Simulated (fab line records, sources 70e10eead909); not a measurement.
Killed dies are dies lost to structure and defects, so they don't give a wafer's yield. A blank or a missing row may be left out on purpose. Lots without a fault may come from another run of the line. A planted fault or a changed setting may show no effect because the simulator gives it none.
fab line records ; flow nandHarc
record: lots: 13; wafers: 37; lastDay: 25
route steps=1159 shown A_SLIT@780 A_WL_FILL@809 END@1159
lots with no fault: from the same line, run without faults
startH: start of the lot's first displayed wafer, in hours after the record's first day ; waitH: hours from the lot's prior step to this one ; " same as the row above ; L1.1+2: a single row standing in for several wafers ; - either no value or no given start ; * or withheld: withheld ; < > ~ a bound
route shown NAME@n: names a module that has steps shown in the file, with the first one's number in the route ; usual: mean/standard deviation of fault-free wafers ; same: alike in all rows ; chamber/n: place in a boat ; sites: the reading at each site ; _std_site: standard deviation across them ; _edge_site: the outer-site mean with the inner-site mean subtracted ; radiusMm: how far each site lies from the wafer's centre ; mask NAME#n: copy n ; behind: the tool/chamber that last shaped the wafer ; hold: the reason the lot was held/the length of the hold in hours/how it ended ; device: the n, p or np transistor that did not switch ; end of line: tests of these same wafers at the route's end ; a step with no rows: only its recipe ; killed: count of dies lost to structure and defects at first sort (not the wafer's yield) ; map: a wafer's dies, x killed, . not, _ none there
set.NAME: the setting the step ran with; set.NAME@STEP: the setting that earlier step ran with ; model.NAME: the simulator's own value behind a step, which no gauge read
one table for each step of the route and one row for each wafer, over a sample of lots
services: a tool's chamber out of use, with start hour (startH, from the record's first day; less than 0 if before it), hours out, and reason
== steps ==
step: NHARC_A_SLIT_DEP_00
recipe: targetThkA: 32000; tempC: 400; material: aC
usual: throttleValvePct: 35.001/0.0097
lot.wafer;tool;chamber;startH;waitH;throttleValvePct
L517.2;aclDep-01;0;310.24;-;35.016
L517.4;aclDep-01;0;310.24;-;34.996
L517.5;aclDep-01;0;310.24;-;34.995
L516.2;aclDep-01;0;314.35;-;34.990
L516.4;aclDep-01;0;314.35;-;34.994
L516.5;aclDep-01;0;314.35;-;34.986
L519.1;aclDep-03;0;327.51;-;35.001
L519.4;aclDep-03;0;327.51;-;35.001
L519.6;aclDep-03;0;327.51;-;34.985
L520.1;aclDep-03;0;341.76;-;35.002
L520.3;aclDep-03;0;341.76;-;35.003
L520.5;aclDep-03;0;341.76;-;34.983
L522.3;aclDep-01;0;351.54;-;34.988
L522.4;aclDep-01;0;351.54;-;34.985
L522.5;aclDep-01;0;351.54;-;35.000
L521.4;aclDep-01;0;353.84;-;35.013
L521.5;aclDep-01;0;353.84;-;35.020
L521.6;aclDep-01;0;353.84;-;35.000
L525.1;aclDep-02;0;363.13;-;34.986
L525.2;aclDep-02;0;363.13;-;35.001
L525.3;aclDep-02;0;363.13;-;34.993
L524.2;aclDep-01;0;364.27;-;35.009
L524.3;aclDep-01;0;364.27;-;35.007
L524.5;aclDep-01;0;364.27;-;35.006
L531.1;aclDep-03;0;404.47;-;35.001
L531.6;aclDep-03;0;406.10;-;35.030
L534.1;aclDep-03;0;426.39;-;34.998
L534.3;aclDep-03;0;426.39;-;35.005
L538.1;aclDep-03;0;451.87;-;35.015
L538.3;aclDep-03;0;451.87;-;35.010
L538.4;aclDep-03;0;451.87;-;35.015
L537.2;aclDep-02;0;452.53;0.8;34.993
L537.4;aclDep-02;0;452.53;0.8;34.994
L537.5;aclDep-02;0;452.53;0.8;35.004
L539.3;aclDep-03;0;470.42;-;34.988
L539.4;aclDep-03;0;470.42;-;34.994
L539.6;aclDep-03;0;470.42;-;34.995
step: NHARC_A_SLIT_ETCH_24
recipe: targetDepthA: 1210; timeS: 60.5; cf4FlowSccm: 100; chf3FlowSccm: 30; arFlowSccm: 0; rfW: 500; biasW: 200; chemistry: CF4/CHF3
usual: cf4FlowSccm: 100.0/0.31; drypumpMotorCurrentA: 5.7/0.35; oesProductAu: 0.966/0.024; rfVppV: 370.3/1.9; showerheadPlenumPTorr: 1.56/0.051; throttleValvePct: 16.802/0.0092
lot.wafer;tool;chamber;startH;waitH;cf4FlowSccm;drypumpMotorCurrentA;oesProductAu;rfHoursCounterH;rfVppV;showerheadPlenumPTorr;throttleValvePct
L517.2;rieDiel-05;3;312.86;0.1;99.8;6.2;0.913;9;371.8;1.64;16.817
L517.4;rieDiel-05;0;312.86;0.1;100.1;5.7;0.923;11;369.9;1.56;16.798
L517.5;rieDiel-05;3;312.86;0.1;100.3;6.2;0.908;-;372.7;1.64;16.809
L516.2;rieDiel-05;3;316.98;0.1;99.8;6.2;0.917;9;373.5;1.64;16.806
L516.4;rieDiel-05;0;316.98;0.1;100.2;5.7;0.924;11;369.6;1.56;16.805
L516.5;rieDiel-05;3;316.98;0.1;100.3;6.2;0.912;-;372.6;1.64;16.812
L519.1;rieDiel-01;3;330.33;0.1;99.6;5.6;0.948;0;369.8;1.57;16.805
L519.4;rieDiel-01;1;330.33;0.1;99.9;5.3;0.990;0;370.6;1.60;16.791
L519.6;rieDiel-01;2;330.33;0.1;100.3;6.0;0.958;-;367.8;1.48;16.804
L520.3;rieDiel-01;1;344.67;0.1;100.4;5.3;0.997;1;372.0;1.60;16.813
L520.1;rieDiel-01;3;344.67;0.1;100.1;5.7;0.956;2;370.4;1.57;16.790
L520.5;rieDiel-01;1;344.67;0.1;100.3;5.4;0.992;-;371.8;1.60;16.802
L522.4;rieDiel-02;2;353.70;0.1;99.9;4.9;0.970;1;374.0;1.64;16.790
L522.3;rieDiel-02;0;353.70;0.1;100.4;6.2;0.959;1;371.3;1.58;16.803
L522.5;rieDiel-02;3;353.70;0.1;99.6;5.6;0.997;-;371.4;1.59;16.808
L521.4;rieDiel-05;2;355.67;0.1;100.1;5.7;0.978;0;367.6;1.48;16.788
L521.6;rieDiel-05;1;355.67;0.1;100.3;5.2;0.982;-;370.5;1.57;16.809
L521.5;rieDiel-05;2;355.67;0.1;99.8;5.7;0.977;-;368.1;1.48;16.776
L525.3;rieDiel-05;3;365.96;0.1;100.1;6.2;0.971;1;372.8;1.64;16.813
L525.1;rieDiel-05;0;365.96;0.1;100.6;5.7;0.963;1;369.8;1.56;16.806
L525.2;rieDiel-05;1;365.96;0.1;99.8;5.2;0.990;1;370.1;1.57;16.795
L524.2;rieDiel-01;3;366.88;0.1;99.7;5.6;0.964;3;372.0;1.57;16.805
L524.3;rieDiel-01;0;366.88;0.1;99.3;5.7;0.990;2;370.3;1.55;16.807
L524.5;rieDiel-01;2;366.88;0.1;100.0;6.0;0.938;-;368.0;1.48;16.803
L531.1;rieDiel-05;1;407.45;0.1;100.2;5.3;0.970;4;371.4;1.57;16.794
L531.6;rieDiel-05;2;407.45;0.1;100.0;5.7;0.983;-;367.1;1.48;16.797
L534.3;rieDiel-02;1;429.20;0.1;99.7;6.0;0.955;7;371.6;1.58;16.797
L534.1;rieDiel-02;2;429.20;0.1;100.0;4.9;0.966;6;373.4;1.64;16.799
L538.4;rieDiel-02;1;454.82;0.1;99.6;6.0;0.943;8;370.5;1.58;16.820
L538.1;rieDiel-02;2;454.82;0.1;100.3;4.9;0.959;8;372.6;1.64;16.785
L538.3;rieDiel-02;3;454.82;0.1;100.0;5.6;0.971;7;372.3;1.59;16.808
L537.2;rieDiel-05;1;455.22;0.1;100.0;5.2;0.983;8;371.1;1.57;16.805
L537.4;rieDiel-05;0;455.22;0.1;99.9;5.7;0.979;9;368.2;1.56;16.814
L537.5;rieDiel-05;1;455.22;0.1;99.7;5.2;0.986;-;369.9;1.57;16.814
L539.3;rieDiel-05;0;472.56;0.1;100.0;5.7;0.942;11;370.3;1.56;16.799
L539.4;rieDiel-05;2;472.56;0.1;100.0;5.7;0.954;11;368.2;1.48;16.826
L539.6;rieDiel-05;3;472.56;0.1;100.3;6.2;0.939;-;372.9;1.63;16.796
step: NHARC_A_SLIT_ETCH_26
recipe: biasV: 400; sourceW: 2000; pressureMtorr: 25; timeS: 90; arFlowSccm: 375; c4f8FlowSccm: 41.7; o2FlowSccm: 83.3; targetDepthA: 4000; chemistry: C4F8/O2/Ar
usual: biasV: 399/4; drypumpMotorCurrentA: 5.9/0.3; heBacksideLeakSccm: 5.5/0.47; showerheadPlenumPTorr: 3.75/0.08; throttleValvePct: 27.620/0.0089
lot.wafer;tool;chamber;startH;waitH;biasV;drypumpMotorCurrentA;heBacksideLeakSccm;rfHoursCounterH;showerheadPlenumPTorr;throttleValvePct
L517.2;harEtch-02;0;324.87;1.0;401;5.9;6.0;169;3.79;27.617
L517.4;harEtch-02;1;324.87;1.0;397;5.7;5.4;-;3.84;27.627
L517.5;harEtch-02;0;324.87;1.0;398;5.9;5.7;-;3.78;27.620
L516.2;harEtch-01;0;325.20;1.0;397;5.7;4.3;3;3.83;27.615
L516.4;harEtch-01;0;325.20;1.0;388;5.6;4.7;-;3.83;27.636
L516.5;harEtch-01;0;325.20;1.0;399;5.7;4.6;-;3.83;27.622
L519.1;harEtch-02;1;333.37;1.0;403;5.7;5.4;175;3.83;27.614
L519.4;harEtch-02;1;333.37;1.0;401;5.7;5.4;-;3.83;27.611
L519.6;harEtch-02;0;333.37;1.0;394;5.9;6.1;-;3.78;27.620
L520.1;harEtch-02;1;348.14;1.2;399;5.7;5.6;184;3.83;27.617
L520.3;harEtch-02;1;348.14;1.2;400;5.8;5.5;-;3.83;27.627
L520.5;harEtch-02;1;348.14;1.2;398;5.7;5.8;-;3.83;27.612
L522.4;harEtch-02;1;355.93;0.8;404;5.7;5.4;-;3.83;27.619
L522.3;harEtch-02;0;355.93;0.8;399;5.9;5.8;-;3.78;27.625
L522.5;harEtch-02;0;355.93;0.8;402;5.9;6.1;-;3.78;27.616
L521.4;harEtch-01;0;357.93;0.6;400;5.6;4.9;-;3.83;27.630
L521.6;harEtch-01;1;357.93;0.6;396;6.4;5.6;-;3.64;27.603
L521.5;harEtch-01;0;357.93;0.6;401;5.6;4.8;-;3.83;27.615
L525.2;harEtch-02;0;368.16;1.2;396;5.9;6.1;191;3.77;27.613
L525.1;harEtch-02;1;368.16;1.2;401;5.8;5.6;191;3.82;27.617
L525.3;harEtch-02;1;368.16;1.2;397;5.8;5.6;-;3.82;27.600
L524.2;harEtch-01;0;369.09;1.0;397;5.6;4.8;23;3.82;27.627
L524.3;harEtch-01;1;369.09;1.0;396;6.4;5.1;-;3.64;27.599
L524.5;harEtch-01;1;369.09;1.0;394;6.4;5.6;-;3.64;27.613
L531.1;harEtch-01;0;410.14;1.0;399;5.6;4.9;46;3.81;27.611
L531.6;harEtch-01;1;410.14;1.0;400;6.4;5.5;-;3.62;27.604
L534.1;harEtch-01;0;431.35;1.2;401;5.6;5.2;52;3.81;27.606
L534.3;harEtch-01;0;431.35;1.2;392;5.6;4.9;-;3.81;27.626
L538.1;harEtch-02;1;456.99;1.2;398;5.7;5.5;234;3.80;27.616
L538.3;harEtch-02;1;456.99;1.2;403;5.7;5.5;-;3.80;27.627
L538.4;harEtch-02;0;456.99;1.2;399;5.9;6.2;-;3.75;27.619
L537.2;harEtch-01;0;458.48;1.0;402;5.6;4.9;64;3.80;27.613
L537.4;harEtch-01;0;458.48;1.0;399;5.6;4.8;-;3.80;27.631
L537.5;harEtch-01;1;458.48;1.0;405;6.4;5.6;-;3.61;27.614
L539.3;harEtch-02;1;474.82;0.8;406;5.7;5.5;-;3.79;27.627
L539.4;harEtch-02;0;474.82;0.8;402;5.9;6.3;-;3.74;27.625
L539.6;harEtch-02;0;474.82;0.8;399;5.9;6.3;-;3.74;27.635
step: NHARC_A_WL_FILL_ALD_00
recipe: targetThkA: 30; pulseTimeS: 3; aldCycles: 30; tempC: 300; material: Al2O3
usual: aldCycles: 30/0; heaterPowerW: 474/38; precursorPulseHeightRel: 1.002/0.023
same: pulseTimeS: 3
lot.wafer;tool;chamber;startH;waitH;aldCycles;heaterPowerW;precursorPulseHeightRel;sinceWetCleanH
L516.2;aldHk-03;0;332.85;0.5;30;494;0.959;0
L516.4;aldHk-03;2;332.85;0.5;30;472;0.980;0
L516.5;aldHk-03;0;332.85;0.5;30;489;1.009;-
L517.2;aldHk-03;2;332.99;0.6;30;478;1.067;0
L517.4;aldHk-03;3;332.99;0.6;30;513;0.988;0
L517.5;aldHk-03;2;332.99;0.6;30;474;0.982;-
L519.1;aldHk-03;3;342.28;0.1;30;521;1.016;10
L519.4;aldHk-03;1;342.28;0.1;30;430;0.995;10
L519.6;aldHk-03;3;342.28;0.1;30;508;1.041;-
L520.1;aldHk-03;0;357.16;0.1;30;489;1.028;25
L520.3;aldHk-03;2;357.16;0.1;30;481;0.999;25
L520.5;aldHk-03;1;357.16;0.1;30;444;1.020;-
L522.3;aldHk-03;1;364.78;0.1;30;428;1.018;32
L522.4;aldHk-03;2;364.78;0.1;30;468;0.988;32
L522.5;aldHk-03;0;364.78;0.1;30;489;0.992;-
L521.4;aldHk-02;2;364.83;0.1;30;512;1.007;75
L521.5;aldHk-02;3;364.83;0.1;30;495;0.955;-
L521.6;aldHk-02;0;364.83;0.1;30;408;1.020;-
L525.1;aldHk-02;2;377.29;0.2;30;509;1.002;87
L525.2;aldHk-02;0;377.29;0.2;30;425;1.030;87
L525.3;aldHk-02;1;377.29;0.2;30;444;1.026;87
L524.3;aldHk-02;0;377.45;0.3;30;420;0.970;87
L524.2;aldHk-02;1;377.45;0.3;30;445;0.967;87
L524.5;aldHk-02;0;377.45;0.3;30;421;0.985;-
L531.1;aldHk-02;2;418.93;0.3;11;506;0.989;129
L531.6;aldHk-02;3;418.93;0.3;11;487;1.000;-
L534.1;aldHk-02;0;440.34;0.1;11;421;1.003;150
L534.3;aldHk-02;1;440.34;0.1;30;456;1.011;150
L538.3;aldHk-03;1;465.76;0.1;30;426;1.015;133
L538.4;aldHk-03;2;465.76;0.1;30;456;0.982;133
L538.1;aldHk-03;3;465.76;0.1;30;521;1.023;133
L537.4;aldHk-03;2;466.06;0.4;30;464;0.954;133
L537.2;aldHk-03;0;466.06;0.4;30;503;1.029;133
L537.5;aldHk-03;2;466.06;0.4;30;468;0.975;-
L539.3;aldHk-04;2;483.68;0.1;30;559;1.019;110
L539.4;aldHk-04;1;483.68;0.1;30;409;0.977;110
L539.6;aldHk-04;3;483.68;0.1;30;438;1.020;-
step: NHARC_END_SORT_01
recipe: tempC: 25
usual: killedAtArray: 27/10; killedAtOther: 0.6/0.83; killedAtPeriphery: 2.4/1.8; killedDies: 30/10; killedOpen: 3.3/1.7; killedShort: 1.8/1.4
same: grossDies: 677
lot.wafer;tool;chamber;startH;waitH;killedAtArray;killedAtOther;killedAtPeriphery;killedDies;killedOpen;killedShort
L522.3;prober-01;0;471.86;3.1;39;0;1;40;3;0
L522.4;prober-01;0;472.66;3.4;34;0;2;36;3;2
L522.5;prober-01;0;473.46;3.7;32;1;0;33;2;2
L524.2;prober-02;0;486.49;2.8;12;1;4;17;3;4
L524.3;prober-02;0;487.29;3.1;19;1;1;21;2;5
L524.5;prober-02;0;488.89;3.7;9;0;1;10;4;1
killed by level:class
L522.3 A_CHANNEL_HOLE_D1:chamberFilmFlake=17 A_SLIT:chamberFilmFlake=13 A_STAIRCASE:chamberFilmFlake=3 A_CONTACT:chamberFilmFlake=3 P_GATE:geometricParticle:open=1 A_CHANNEL_FILL_D1:geometricParticle:open=1 A_SGD_CUT:geometricParticle:open=1 A_CHANNEL_FILL_D1:chamberFilmFlake=1
L522.4 A_CHANNEL_HOLE_D1:chamberFilmFlake=12 A_SLIT:chamberFilmFlake=11 A_CONTACT:chamberFilmFlake=3 A_STAIRCASE:chamberFilmFlake=2 P_CONTACT:geometricParticle:open=1 A_ONON_D1:geometricParticle:open=1 A_CHANNEL_FILL_D1:geometricParticle:short=1 A_M0:geometricParticle:open=1
L522.5 A_CHANNEL_HOLE_D1:chamberFilmFlake=14 A_SLIT:chamberFilmFlake=9 A_ZERO_WELL:chamberFilmFlake=2 A_CONTACT:chamberFilmFlake=2 A_SOURCE_PLATE:geometricParticle:open=1 A_ONON_D1:geometricParticle:short=1 A_ONON_D1:geometricParticle:open=1 A_SGD_CUT:geometricParticle:short=1
L524.2 A_M0:geometricParticle:short=2 P_ZERO_WELL:chamberFilmFlake=2 A_CHANNEL_HOLE_D1:chamberFilmFlake=2 A_CONTACT:chamberFilmFlake=2 P_CONTACT:geometricParticle:open=1 P_M1:geometricParticle:open=1 A_CHANNEL_HOLE_D1:geometricParticle:short=1 A_CHANNEL_FILL_D1:geometricParticle:open=1
L524.3 A_CONTACT:chamberFilmFlake=4 A_CHANNEL_HOLE_D1:chamberFilmFlake=3 A_CHANNEL_FILL_D1:chamberFilmFlake=3 A_STAIRCASE:chamberFilmFlake=3 A_ONON_D1:geometricParticle:short=2 P_M1:geometricParticle:short=1 A_CHANNEL_HOLE_D1:geometricParticle:open=1 A_WL_FILL:geometricParticle:short=1
L524.5 A_CHANNEL_HOLE_D1:chamberFilmFlake=3 A_CONTACT:geometricParticle:open=2 P_M0:geometricParticle:open=1 A_ONON_D1:geometricParticle:short=1 A_ONON_D1:geometricParticle:open=1 A_STAIRCASE:chamberFilmFlake=1 A_CONTACT:chamberFilmFlake=1
== services ==
tool;chamber;startH;hours;kind
aclDep-01;-;293.16;13.0;pm
harEtch-01;-;305.00;17.0;pm
rieDiel-05;3;307.02;3.6;repair
rieDiel-01;-;315.11;9.0;pm
aldHk-03;-;322.66;10.0;pm
aldHk-03;0;322.66;10.0;ventCycle
aldHk-03;1;322.66;10.0;ventCycle
aldHk-03;2;322.66;10.0;ventCycle
aldHk-03;3;322.66;10.0;ventCycle
rieDiel-02;-;327.84;9.0;pm
aldHk-03;0;332.66;-;clean
aldHk-03;1;332.66;-;clean
rieDiel-05;-;340.60;9.0;pm
aclDep-02;-;350.13;13.0;pm
harEtch-01;-;361.13;4.0;repair
aldHk-04;-;372.47;2.4;repair
rieDiel-02;3;398.72;3.2;repair
rieDiel-05;3;405.83;1.6;repair
aclDep-03;-;406.43;13.0;pm
rieDiel-02;2;413.32;14.5;repair
aldHk-02;-;458.14;10.0;pm
rieDiel-01;3;462.92;6.4;repair
aclDep-02;-;470.06;3.4;repair
aclDep-01;-;474.92;13.0;pm
== key ==
firstSign: step: NHARC_A_WL_FILL_ALD_00; reading: aldCycles; direction: down; sigmas: 99+; usual: 30; struck: 11
effect none on later readings
metAt NHARC_A_WL_FILL_ALD_00
struckLots L531,L534
struckWafers L531.1,L531.6,L534.1
testerLeftOut L531,L534
notActingAt NHARC_A_SLIT_DEP_00,NHARC_A_SLIT_ETCH_24,NHARC_A_SLIT_ETCH_26
onsetBetween 377.45 418.93
fault: kind: processParameterDrift; tool: aldHk-02; chamber: -; onsetH: 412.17; steps: NHARC_A_WL_FILL_ALD_00; channel: aldCycles; offset: -19; shape: step; endH: 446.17; scope: struckWafersOnly; actsIn: theseRecipesOnly; stated: 30
testerLeftOut: of these lots the tester's yield and bins aren't shown, on N5 and GAA mostly nor the transistor test; their killed dies are dies lost to structure and defects alone, not to doping, threshold or leakage, so they don't give the yield
